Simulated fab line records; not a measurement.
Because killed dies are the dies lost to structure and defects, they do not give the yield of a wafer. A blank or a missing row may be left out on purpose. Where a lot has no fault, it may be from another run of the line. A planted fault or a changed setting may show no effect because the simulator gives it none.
fab line records -- flow n5Finfet
record: lots: 7, wafers: 39
route steps=1938 shown ZERO_LAYER@11 STI_FIN_REVEAL@184 SDB@368 MOL_CONTACT_COAG@586 BEOL_M0@736 BEOL_M2@887 BEOL_M3@933 BEOL_M4@1092 BEOL_M9@1401 BEOL_M11@1578 BEOL_M13@1696 MIM_BOT_ETCH@1868 PASSIVATION@1936
startH: the number of hours between the record's first day and the start of the first shown wafer of the lot -- waitH: how many hours have passed since the lot's step before this one -- " repeats the value in the row above -- L1.1+2: a single row standing in for several wafers -- - no value present, or no start provided -- * or withheld: withheld -- < > ~ a bound
route shown NAME@n: a module of which the file shows steps, and the number in the route of the first -- usual: average and standard deviation across the fault-free wafers -- same: alike in all rows -- chamber/n: place in a boat -- sites: per-site readings -- _std_site: standard deviation of those values -- _edge_site: outer sites' mean less inner sites' -- radiusMm: for every site, how far away it sits from the centre of the wafer -- mask NAME#n: copy n -- behind: the last tool/chamber to shape the wafer -- hold: the reason the lot was held/the length of the hold in hours/how it ended -- device: the transistor (n, p or np) that didn't switch -- end of line: tests of these same wafers at the route's end -- where a step has no rows: the recipe by itself -- killed: dies lost to structure and defects at the first sort, not the wafer's yield -- map: a wafer's dies, marking killed ones x, the rest . and places with no die _
set.NAME: setting as actually run; set.NAME@STEP: the setting as run at that earlier step -- model.NAME: the simulator's own value behind a step, which no gauge read
one table per step and one row per wafer, for lots whose settings were changed on purpose
== steps ==
step: N5_ZERO_LAYER_DEVELOP_10
recipe: developTimeS: 60, rinseLiquid: diw, dry: airSpin, devTempC: 21
step: N5_STI_FIN_REVEAL_ALD_14
recipe: material: Si3N4, targetThkA: 30, tempC: 400, aldPrecursorFamily: SiH2I2, aldCoReactant: N2/H2-plasma, pressureTorr: 2
step: N5_SDB_ETCH_25
recipe: chemistry: C4F6/O2, target: SiO2, targetDepthA: 100, timeS: 3.3, ionEnergyEv: 250, maskMaterial: SiNx, pressureMtorr: 30, sourceW: 345, biasW: 185, Ar_flow_sccm: 300, C4F6_flow_sccm: 10, O2_flow_sccm: 10
step: N5_MOL_CONTACT_COAG_VIA_ETCH_46
recipe: chemistry: C4F6/O2, targetDepthA: 460, overetchA: 92, maskMaterial: SOC, target: SiO2, biasW: 455, pressureMtorr: 10, timeS: 40, sourceW: 325, Ar_flow_sccm: 300, C4F6_flow_sccm: 10, O2_flow_sccm: 10, ionEnergyEv: 575.3, ends: endPoint
step: N5_BEOL_M0_SPUTTER_132
recipe: material: Cu, targetThkA: 40, tempC: -20, chamberPressurePa: 0.07, powerW: withheld, timeS: 7.37
step: N5_BEOL_M2_VIA_ETCH_34
recipe: chemistry: C4F6/O2, targetDepthA: 694, maskMaterial: SOC, pressureMtorr: 15, ionEnergyEv: 250, taperDeg: 4, timeS: 65.9, sourceW: 350, biasW: 170, Ar_flow_sccm: 300, C4F6_flow_sccm: 10, O2_flow_sccm: 10
step: N5_BEOL_M3_PECVD_72
recipe: material: SiO2, targetThkA: 160, tempC: 400, precursor: TEOS/O2, pressureTorr: 5.5, rfW: 450, teosFlowSccm: 53.8, gas: O2, flowSccm: 3000, timeS: 18
step: N5_BEOL_M4_SPUTTER_88
recipe: material: Cu, targetThkA: 45, tempC: -20, chamberPressurePa: 0.07, powerW: withheld, timeS: 8.29
step: N5_BEOL_M9_ILD_DEP_00
recipe: material: SiCOH_lowk, targetThkA: 3085.1, tempC: 300, precursor: DEMS/porogen, pressureTorr: 5, rfW: 500, timeS: 58
step: N5_BEOL_M11_TRENCH_ETCH_37
recipe: chemistry: C4F6/O2, targetDepthA: 1488.3, target: SiCOH_lowk, timeS: 48, ionEnergyEv: 250, pressureMtorr: 30, sourceW: 345, biasW: 185, Ar_flow_sccm: 300, C4F6_flow_sccm: 10, O2_flow_sccm: 10
step: N5_BEOL_M13_TRENCH_ETCH_34
recipe: chemistry: C4F8/O2/Ar, target: SiOC, targetDepthA: 4134.7, maskMaterial: SOC, pressureMtorr: 30, sourceW: 3000, biasW: 700, Ar_flow_sccm: 400, C4F8_flow_sccm: 15, O2_flow_sccm: 8, heInnerTorr: 15, heOuterTorr: 30, timeS: 162.6, ionEnergyEv: 250
step: N5_MIM_BOT_ETCH_ETCH_00
recipe: chemistry: Cl2/BCl3, target: TiN, targetDepthA: 455, ionEnergyEv: 150, pressureMtorr: 10, icpW: 1000, biasW: 126, Cl2_flow_sccm: 53.25, bcl3FlowSccm: 21.75, Ar_flow_sccm: 25
step: N5_PASSIVATION_PROBE_49
usual: defectLimitedYield: 91.5/1.5, killedDies: 100/17, sort_bin_5_function: 4.9/0.96, sortNPass: 1080/17
lot.wafer,tool,chamber,startH,waitH,set.developTimeS@ZERO_LAYER_DEVELOP_10,set.targetThkA@STI_FIN_REVEAL_ALD_14,set.timeS@SDB_ETCH_25,set.targetDepthA@MOL_CONTACT_COAG_VIA_ETCH_46,set.targetThkA@BEOL_M0_SPUTTER_132,set.targetDepthA@BEOL_M2_VIA_ETCH_34,set.timeS@BEOL_M3_PECVD_72,set.targetThkA@BEOL_M4_SPUTTER_88,set.timeS@BEOL_M9_ILD_DEP_00,set.targetDepthA@BEOL_M11_TRENCH_ETCH_37,set.timeS@BEOL_M13_TRENCH_ETCH_34,set.targetDepthA@MIM_BOT_ETCH_ETCH_00,defectLimitedYield[%],killedDies,sort_bin_5_function[%],sortNPass
L076.1,prober-01,-,255.69,0.0,60,30,3.3,460,40,694,18,45,58,1488.3,162.6,455,92.3,91,3.9,1089
L076.3,prober-01,-,255.79,0.1,60,30,3.3,460,40,694,18,45,58,1488.3,162.6,455,93.6,76,3.8,1104
L076.4,prober-01,-,255.84,0.2,60,30,3.3,460,40,694,18,45,58,1488.3,162.6,455,92.7,86,4.2,1094
L081.1,prober-02,-,297.61,0.0,38.05,22.16,3.3,460,40,694,18,69.37,58,2026,201.9,581.6,90.6,111,5.0,1069
L081.2,prober-02,-,297.66,0.1,60,22.16,4.173,735.9,40,694,27.92,69.37,58,1488.3,201.9,455,91.4,102,4.9,1078
L081.3,prober-02,-,297.71,0.1,60,30,3.3,735.9,51.77,694,27.92,69.37,58,2026,162.6,455,91.5,100,4.2,1080
L081.4,prober-02,-,297.76,0.2,60,30,4.173,460,51.77,694,27.92,45,58,1488.3,162.6,581.6,89.3,126,7.4,1054
L081.5,prober-02,-,297.81,0.2,38.05,30,4.173,460,40,694,18,45,58,2026,162.6,581.6,91.4,101,4.8,1079
L081.6,prober-02,-,297.86,0.3,38.05,22.16,3.3,735.9,51.77,694,18,45,58,1488.3,201.9,455,92.0,94,4.2,1086
L084.1,prober-02,-,305.11,0.0,60,19.34,3.3,460,40,1044,18,45,58,971.5,86.08,455,87.8,144,4.4,1036
L084.2,prober-02,-,305.16,0.1,78.96,30,1.714,460,40,1044,18,45,76.52,971.5,162.6,455,0,1180,96.2,0
L084.3,prober-02,-,305.21,0.1,60,30,1.714,460,40,694,18,45,58,1488.3,162.6,648,88.7,133,7.1,1047
L084.4,prober-02,-,305.26,0.2,78.96,30,3.3,460,40,694,22.76,45,76.52,1488.3,86.08,648,0,1180,96.9,0
L084.5,prober-02,-,305.31,0.2,78.96,19.34,1.714,460,40,694,22.76,45,58,971.5,162.6,648,88.1,140,5.8,1040
L084.6,prober-02,-,305.36,0.3,60,19.34,3.3,460,40,1044,22.76,45,76.52,1488.3,86.08,455,0,1180,96.7,0
L087.1,prober-01,-,326.39,0.0,60,30,3.3,674.7,40,466.4,18,45,58,1924,162.6,455,91.9,96,5.1,1084
L087.2,prober-01,-,326.44,0.1,60,30,3.3,460,40,694,18,45,58,1488.3,162.6,455,88.5,136,6.1,1044
L087.3,prober-01,-,326.49,0.1,60,30,1.537,460,47.11,466.4,18,64.35,58,1488.3,254.9,455,90.1,117,5.6,1063
L087.4,prober-01,-,326.54,0.2,60,30,1.537,460,47.11,694,18,45,58,1488.3,254.9,455,91.9,96,5.2,1084
L087.5,prober-01,-,326.59,0.2,60,30,3.3,674.7,47.11,694,18,64.35,58,1924,254.9,455,91.0,106,4.7,1074
L087.6,prober-01,-,326.64,0.3,60,30,1.537,674.7,40,466.4,18,64.35,58,1924,162.6,455,91.5,100,4.9,1080
L086.1,prober-01,-,327.45,0.0,60,19.26,3.3,460,40,694,8.928,45,58,1488.3,162.6,455,91.5,100,5.5,1080
L086.2,prober-01,-,327.50,0.1,60,30,3.3,460,40,525.8,18,67.11,37.35,1488.3,120,455,84.8,179,4.7,1001
L086.3,prober-01,-,327.55,0.1,60,30,3.3,460,63.63,694,18,45,37.35,1838,120,455,89.1,129,4.7,1051
L086.4,prober-01,-,327.60,0.2,60,19.26,3.3,460,63.63,525.8,8.928,67.11,58,1838,162.6,659.4,92.4,90,4.8,1090
L086.5,prober-01,-,327.65,0.2,60,30,3.3,460,40,694,8.928,67.11,37.35,1488.3,162.6,659.4,90.7,110,4.6,1070
L086.6,prober-01,-,327.70,0.3,60,19.26,3.3,460,63.63,525.8,18,45,58,1838,120,659.4,88.4,137,6.8,1043
L090.1,prober-02,-,342.71,0.0,60,30,2.641,460,40,850.7,28.06,45,73.35,1177,162.6,455,93.6,75,3.7,1105
L090.2,prober-02,-,342.76,0.1,60,30,3.3,460,40,850.7,18,45,58,1488.3,162.6,455,91.9,95,4.7,1085
L090.3,prober-02,-,342.81,0.1,60,30,2.641,699.2,40,694,18,45,73.35,1488.3,162.6,455,91.7,98,4.7,1082
L090.4,prober-02,-,342.86,0.2,60,30,3.3,699.2,40,694,28.06,45,58,1177,162.6,455,92.6,87,4.5,1093
L090.5,prober-02,-,342.91,0.2,60,30,2.641,699.2,40,850.7,28.06,45,73.35,1488.3,162.6,455,93.4,78,3.9,1102
L090.6,prober-02,-,342.96,0.3,60,30,3.3,460,40,694,18,45,58,1177,162.6,455,93.2,80,3.5,1100
L096.1,prober-02,-,388.73,0.0,78.49,30,3.3,460,40,694,12.61,45,58,1488.3,162.6,613.7,91.4,101,5.2,1079
L096.2,prober-02,-,388.78,0.1,60,30,1.811,460,22.84,694,18,45,77.83,1488.3,188.6,613.7,0,1180,97.4,0
L096.3,prober-02,-,388.83,0.1,78.49,30,1.811,460,22.84,694,12.61,45,58,1488.3,162.6,455,90.8,108,5.5,1072
L096.4,prober-02,-,388.88,0.2,78.49,30,3.3,460,22.84,694,18,45,58,1488.3,188.6,455,91.4,101,5.0,1079
L096.5,prober-02,-,388.93,0.2,60,30,1.811,460,40,694,12.61,45,77.83,1488.3,188.6,455,0,1180,96.6,0
L096.6,prober-02,-,388.98,0.3,60,30,3.3,460,40,694,18,45,77.83,1488.3,162.6,613.7,0,1180,97.5,0
killed by level:class
L076.1 HKMG_FIN:areaEtch=8 BEOL_M0_SAQP:geometricParticle:open=7 BEOL_M2:geometricParticle:open=6 BEOL_M4:geometricParticle:open=6 FIN_SAQP:geometricParticle:open=5 STI_FIN_REVEAL:geometricParticle:open=5 MOL_CONTACT_COAG:geometricParticle:open=5 DUMMY_GATE:geometricParticle:open=4
L076.3 MOL_CONTACT_COAG:geometricParticle:open=12 HKMG_FIN:areaEtch=9 DUMMY_GATE:geometricParticle:open=6 BEOL_M1:geometricParticle:open=5 BEOL_M4:geometricParticle:open=5 STARTING-WAFER:geometricParticle:short=4 GATE_CUT:geometricParticle:open=3 BEOL_M1:geometricParticle:short=3
L076.4 GATE_CUT:geometricParticle:short=8 BEOL_M2:geometricParticle:open=7 MOL_CONTACT_COAG:geometricParticle:short=6 STARTING-WAFER:geometricParticle:short=6 MOL_CONTACT_COAG:geometricParticle:open=5 FIN_SAQP:geometricParticle:open=4 BEOL_M0_SAQP:geometricParticle:short=4 BEOL_M2:geometricParticle:short=4
L081.1 MOL_CONTACT_COAG:geometricParticle:open=11 STI_FIN_REVEAL:geometricParticle:open=10 HKMG_FIN:areaEtch=10 BEOL_M4:geometricParticle:open=9 FIN_SAQP:geometricParticle:short=8 FIN_SAQP:geometricParticle:open=8 BEOL_M0_SAQP:geometricParticle:open=8 BEOL_M1:geometricParticle:open=6
L081.2 BEOL_M3:geometricParticle:open=15 FIN_SAQP:geometricParticle:open=14 FIN_SAQP:geometricParticle:short=14 BEOL_M4:geometricParticle:open=12 MOL_CONTACT_COAG:geometricParticle:open=6 BEOL_M1:geometricParticle:open=6 MOL_CONTACT_COAG:geometricParticle:short=3 BEOL_M0_SAQP:geometricParticle:short=3
L081.3 FIN_SAQP:geometricParticle:open=15 BEOL_M3:geometricParticle:open=11 HKMG_FIN:areaEtch=9 FIN_SAQP:geometricParticle:short=6 STI_FIN_REVEAL:geometricParticle:open=6 STARTING-WAFER:geometricParticle:open=6 BEOL_M1:geometricParticle:open=5 BEOL_M0_SAQP:geometricParticle:short=4
L081.4 FIN_SAQP:geometricParticle:short=13 STI_FIN_REVEAL:geometricParticle:open=13 BEOL_M4:geometricParticle:open=13 MOL_CONTACT_COAG:geometricParticle:open=10 BEOL_M0_SAQP:geometricParticle:short=8 BEOL_M3:geometricParticle:open=7 BEOL_M1:geometricParticle:open=6 FIN_SAQP:geometricParticle:open=5
L081.5 MOL_CONTACT_COAG:geometricParticle:open=11 FIN_SAQP:geometricParticle:short=10 FIN_SAQP:geometricParticle:open=8 BEOL_M0_SAQP:geometricParticle:short=8 BEOL_M0_SAQP:geometricParticle:open=7 BEOL_M1:geometricParticle:open=7 STI_FIN_REVEAL:geometricParticle:open=6 BEOL_M3:geometricParticle:open=6
L081.6 BEOL_M3:geometricParticle:open=13 MOL_CONTACT_COAG:geometricParticle:open=8 FIN_SAQP:geometricParticle:short=5 FIN_SAQP:geometricParticle:open=5 HKMG_FIN:areaEtch=5 SPACER0:geometricParticle:short=4 BEOL_M4:geometricParticle:open=4 STI_FIN_REVEAL:geometricParticle:open=3
L084.1 BEOL_M13:areaEcd=37 BEOL_M11:areaEcd=17 FIN_SAQP:geometricParticle:open=12 BEOL_M1:geometricParticle:open=11 STI_FIN_REVEAL:geometricParticle:open=7 BEOL_M0_SAQP:geometricParticle:short=7 FIN_SAQP:geometricParticle:short=6 MOL_CONTACT_COAG:geometricParticle:open=4
L084.2 BEOL_M9:areaEtch=1046 FIN_SAQP:geometricParticle:open=20 BEOL_M2:geometricParticle:open=18 STI_FIN_REVEAL:geometricParticle:open=11 BEOL_M0_SAQP:geometricParticle:short=10 BEOL_M0_SAQP:geometricParticle:open=8 MOL_CONTACT_COAG:geometricParticle:open=7 BEOL_M1:geometricParticle:open=7
L084.3 FIN_SAQP:geometricParticle:open=24 BEOL_M1:geometricParticle:open=12 STI_FIN_REVEAL:geometricParticle:open=11 BEOL_M2:geometricParticle:open=9 FIN_SAQP:geometricParticle:short=7 STI_FIN_REVEAL:geometricParticle:short=7 BEOL_M0_SAQP:geometricParticle:open=7 GATE_CUT:geometricParticle:open=6
L084.4 BEOL_M9:areaEtch=1066 BEOL_M0_SAQP:geometricParticle:open=14 BEOL_M0_SAQP:geometricParticle:short=13 BEOL_M4:geometricParticle:open=13 BEOL_M2:geometricParticle:open=10 FIN_SAQP:geometricParticle:open=9 MOL_CONTACT_COAG:geometricParticle:open=7 STI_FIN_REVEAL:geometricParticle:open=5
L084.5 BEOL_M2:geometricParticle:open=22 FIN_SAQP:geometricParticle:open=20 FIN_SAQP:geometricParticle:short=14 BEOL_M11:areaEcd=13 BEOL_M0_SAQP:geometricParticle:open=8 BEOL_M1:geometricParticle:open=7 GATE_CUT:geometricParticle:short=7 STI_FIN_REVEAL:geometricParticle:open=6
L084.6 BEOL_M9:areaEtch=1081 BEOL_M2:geometricParticle:open=26 FIN_SAQP:geometricParticle:open=9 STI_FIN_REVEAL:geometricParticle:open=9 BEOL_M0_SAQP:geometricParticle:short=8 BEOL_M0_SAQP:geometricParticle:open=7 BEOL_M1:geometricParticle:open=5 MOL_CONTACT_COAG:geometricParticle:open=4
L087.1 BEOL_M0_SAQP:geometricParticle:short=12 STI_FIN_REVEAL:geometricParticle:open=11 BEOL_M0_SAQP:geometricParticle:open=10 MOL_CONTACT_COAG:geometricParticle:open=7 FIN_SAQP:geometricParticle:open=6 FIN_SAQP:geometricParticle:short=5 STI_FIN_REVEAL:geometricParticle:short=5 BEOL_M2:geometricParticle:open=5
L087.2 BEOL_M0_SAQP:geometricParticle:short=15 FIN_SAQP:geometricParticle:short=13 BEOL_M0_SAQP:geometricParticle:open=11 HKMG_FIN:areaEtch=10 FIN_SAQP:geometricParticle:open=9 MOL_CONTACT_COAG:geometricParticle:open=8 BEOL_M3:geometricParticle:short=8 BEOL_M3:geometricParticle:open=6
L087.3 FIN_SAQP:geometricParticle:open=17 BEOL_M2:geometricParticle:open=12 STI_FIN_REVEAL:geometricParticle:open=9 MOL_CONTACT_COAG:geometricParticle:open=9 HKMG_FIN:areaEtch=9 BEOL_M3:geometricParticle:open=8 FIN_SAQP:geometricParticle:short=7 DUMMY_GATE:geometricParticle:open=7
L087.4 STI_FIN_REVEAL:geometricParticle:open=11 BEOL_M0_SAQP:geometricParticle:open=11 BEOL_M0_SAQP:geometricParticle:short=10 MOL_CONTACT_COAG:geometricParticle:open=9 BEOL_M3:geometricParticle:open=9 BEOL_M4:geometricParticle:open=9 DUMMY_GATE:geometricParticle:open=5 FIN_SAQP:geometricParticle:open=4
L087.5 FIN_SAQP:geometricParticle:open=19 STI_FIN_REVEAL:geometricParticle:open=17 FIN_SAQP:geometricParticle:short=11 BEOL_M0_SAQP:geometricParticle:open=9 BEOL_M3:geometricParticle:open=6 STI_FIN_REVEAL:geometricParticle:short=5 BEOL_M0_SAQP:geometricParticle:short=5 BEOL_M4:geometricParticle:open=5
L087.6 MOL_CONTACT_COAG:geometricParticle:open=12 HKMG_FIN:areaEtch=11 BEOL_M0_SAQP:geometricParticle:open=9 STI_FIN_REVEAL:geometricParticle:open=8 BEOL_M1:geometricParticle:open=8 BEOL_M4:geometricParticle:open=8 BEOL_M0_SAQP:geometricParticle:short=7 BEOL_M3:geometricParticle:open=7
L086.1 FIN_SAQP:geometricParticle:open=10 STI_FIN_REVEAL:geometricParticle:open=10 FIN_SAQP:geometricParticle:short=9 BEOL_M4:geometricParticle:open=8 MOL_CONTACT_COAG:geometricParticle:open=6 BEOL_M0_SAQP:geometricParticle:open=4 BEOL_M3:geometricParticle:open=4 BEOL_M4:geometricParticle:short=4
L086.2 BEOL_M9:areaDep=77 FIN_SAQP:geometricParticle:open=12 STI_FIN_REVEAL:geometricParticle:open=11 FIN_SAQP:geometricParticle:short=9 BEOL_M2:geometricParticle:open=9 BEOL_M3:geometricParticle:open=6 BEOL_M0_SAQP:geometricParticle:short=5 GATE_CUT:geometricParticle:short=4
L086.3 BEOL_M9:areaDep=28 MOL_CONTACT_COAG:geometricParticle:open=10 BEOL_M3:geometricParticle:open=10 BEOL_M0_SAQP:geometricParticle:open=8 BEOL_M2:geometricParticle:open=6 BEOL_M1:geometricParticle:short=6 BEOL_M4:geometricParticle:open=6 FIN_SAQP:geometricParticle:open=5
L086.4 MOL_CONTACT_COAG:geometricParticle:open=12 STI_FIN_REVEAL:geometricParticle:open=11 FIN_SAQP:geometricParticle:open=7 BEOL_M0_SAQP:geometricParticle:open=6 DUMMY_GATE:geometricParticle:open=5 FIN_SAQP:geometricParticle:short=4 ILD0:geometricParticle:short=4 MOL_CONTACT_COAG:geometricParticle:short=4
L086.5 BEOL_M9:areaDep=13 BEOL_M4:geometricParticle:open=11 STI_FIN_REVEAL:geometricParticle:open=10 FIN_SAQP:geometricParticle:short=9 BEOL_M0_SAQP:geometricParticle:open=8 BEOL_M3:geometricParticle:open=8 BEOL_M2:geometricParticle:open=7 FIN_SAQP:geometricParticle:open=5
L086.6 FIN_SAQP:geometricParticle:open=16 MOL_CONTACT_COAG:geometricParticle:open=16 STI_FIN_REVEAL:geometricParticle:open=15 FIN_SAQP:geometricParticle:short=12 BEOL_M2:geometricParticle:open=9 BEOL_M3:geometricParticle:open=6 BEOL_M1:geometricParticle:short=5 STARTING-WAFER:geometricParticle:short=5
L090.1 BEOL_M2:geometricParticle:open=9 STARTING-WAFER:geometricParticle:short=7 GATE_CUT:geometricParticle:short=7 STI_FIN_REVEAL:geometricParticle:open=6 MOL_CONTACT_COAG:geometricParticle:open=5 DUMMY_GATE:geometricParticle:open=4 FIN_SAQP:geometricParticle:short=3 FIN_SAQP:geometricParticle:open=3
L090.2 BEOL_M2:geometricParticle:open=10 MOL_CONTACT_COAG:geometricParticle:open=9 BEOL_M4:geometricParticle:open=8 FIN_SAQP:geometricParticle:open=7 DUMMY_GATE:geometricParticle:open=7 GATE_CUT:geometricParticle:short=6 STI_FIN_REVEAL:geometricParticle:open=5 FIN_SAQP:geometricParticle:short=4
L090.3 STI_FIN_REVEAL:geometricParticle:open=17 BEOL_M0:geometricParticle:short=8 BEOL_M3:geometricParticle:open=8 BEOL_M0_SAQP:geometricParticle:open=7 BEOL_M2:geometricParticle:open=7 GATE_CUT:geometricParticle:short=6 BEOL_M0_SAQP:geometricParticle:short=6 GATE_CUT:geometricParticle:open=4
L090.4 GATE_CUT:geometricParticle:short=11 BEOL_M4:geometricParticle:open=11 BEOL_M2:geometricParticle:open=10 GATE_CUT:geometricParticle:open=7 BEOL_M0_SAQP:geometricParticle:open=6 STI_FIN_REVEAL:geometricParticle:open=5 MOL_CONTACT_COAG:geometricParticle:open=4 BEOL_M0_SAQP:geometricParticle:short=4
L090.5 BEOL_M2:geometricParticle:open=10 DUMMY_GATE:geometricParticle:open=9 FIN_SAQP:geometricParticle:open=6 BEOL_M3:geometricParticle:open=6 BEOL_M4:geometricParticle:open=6 DUMMY_GATE:geometricParticle:short=4 MOL_CONTACT_COAG:geometricParticle:open=4 GATE_CUT:geometricParticle:short=3
L090.6 BEOL_M2:geometricParticle:open=14 FIN_SAQP:geometricParticle:open=12 BEOL_M4:geometricParticle:open=6 FIN_SAQP:geometricParticle:short=4 DUMMY_GATE:geometricParticle:open=4 GATE_CUT:geometricParticle:short=4 BEOL_M7:geometricParticle:open=4 GATE_CUT:geometricParticle:open=3
L096.1 BEOL_M0_SAQP:geometricParticle:open=18 STI_FIN_REVEAL:geometricParticle:open=7 BEOL_M0_SAQP:geometricParticle:short=7 HKMG_FIN:areaEtch=7 FIN_SAQP:geometricParticle:short=5 BEOL_M4:geometricParticle:open=5 MOL_CONTACT_COAG:geometricParticle:open=4 STARTING-WAFER:geometricParticle:short=4
L096.2 BEOL_M9:areaEtch=1086 STI_FIN_REVEAL:geometricParticle:open=8 BEOL_M1:geometricParticle:open=8 BEOL_M3:geometricParticle:open=6 BEOL_M4:geometricParticle:open=6 DUMMY_GATE:geometricParticle:open=5 BEOL_M0_SAQP:geometricParticle:open=5 STARTING-WAFER:geometricParticle:open=5
L096.3 MOL_CONTACT_COAG:geometricParticle:open=15 BEOL_M0_SAQP:geometricParticle:short=10 BEOL_M3:geometricParticle:open=10 GATE_CUT:geometricParticle:open=7 GATE_CUT:geometricParticle:short=7 BEOL_M1:geometricParticle:open=7 FIN_SAQP:geometricParticle:open=6 BEOL_M0_SAQP:geometricParticle:open=6
L096.4 BEOL_M2:geometricParticle:open=13 STI_FIN_REVEAL:geometricParticle:open=10 BEOL_M3:geometricParticle:open=7 GATE_CUT:geometricParticle:short=6 MOL_CONTACT_COAG:geometricParticle:open=6 BEOL_M0_SAQP:geometricParticle:open=6 BEOL_M4:geometricParticle:open=6 HKMG_FIN:areaEtch=6
L096.5 BEOL_M9:areaEtch=1098 FIN_SAQP:geometricParticle:short=8 STI_FIN_REVEAL:geometricParticle:open=7 GATE_CUT:geometricParticle:short=7 BEOL_M0_SAQP:geometricParticle:open=7 BEOL_M4:geometricParticle:open=6 MOL_CONTACT_COAG:geometricParticle:open=4 BEOL_M0:geometricParticle:open=4
L096.6 BEOL_M9:areaEtch=1100 BEOL_M0_SAQP:geometricParticle:open=9 BEOL_M0_SAQP:geometricParticle:short=8 BEOL_M2:geometricParticle:open=8 MOL_CONTACT_COAG:geometricParticle:open=6 FIN_SAQP:geometricParticle:short=5 GATE_CUT:geometricParticle:short=4 BEOL_M4:geometricParticle:open=4
== key ==
split: step: N5_ZERO_LAYER_DEVELOP_10, setting: developTimeS, statedAs: 60
response none clear
split: step: N5_STI_FIN_REVEAL_ALD_14, setting: targetThkA, statedAs: 30
response none clear
split: step: N5_SDB_ETCH_25, setting: timeS, statedAs: 3.3
response none clear
split: step: N5_MOL_CONTACT_COAG_VIA_ETCH_46, setting: targetDepthA, statedAs: 460
response none clear
split: step: N5_BEOL_M0_SPUTTER_132, setting: targetThkA, statedAs: 40
response none clear
split: step: N5_BEOL_M2_VIA_ETCH_34, setting: targetDepthA, statedAs: 694
response none clear
split: step: N5_BEOL_M3_PECVD_72, setting: timeS, statedAs: 18
response none clear
split: step: N5_BEOL_M4_SPUTTER_88, setting: targetThkA, statedAs: 45
response none clear
split: step: N5_BEOL_M9_ILD_DEP_00, setting: timeS, statedAs: 58
response: step: N5_PASSIVATION_PROBE_49, reading: sort_bin_5_function, slope: +1.71, per: 1%, togetherWith: all, explained: 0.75
response: step: N5_PASSIVATION_PROBE_49, reading: sortNPass, slope: -19.6, per: 1%, togetherWith: all, explained: 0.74
response: step: N5_PASSIVATION_PROBE_49, reading: killedDies, slope: +19.6, per: 1%, togetherWith: all, explained: 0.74
response: step: N5_PASSIVATION_PROBE_49, reading: defectLimitedYield, slope: -1.66, per: 1%, togetherWith: all, explained: 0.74
split: step: N5_BEOL_M11_TRENCH_ETCH_37, setting: targetDepthA, statedAs: 1488.3
response none clear
split: step: N5_BEOL_M13_TRENCH_ETCH_34, setting: timeS, statedAs: 162.6
response none clear
split: step: N5_MIM_BOT_ETCH_ETCH_00, setting: targetDepthA, statedAs: 455
response none clear
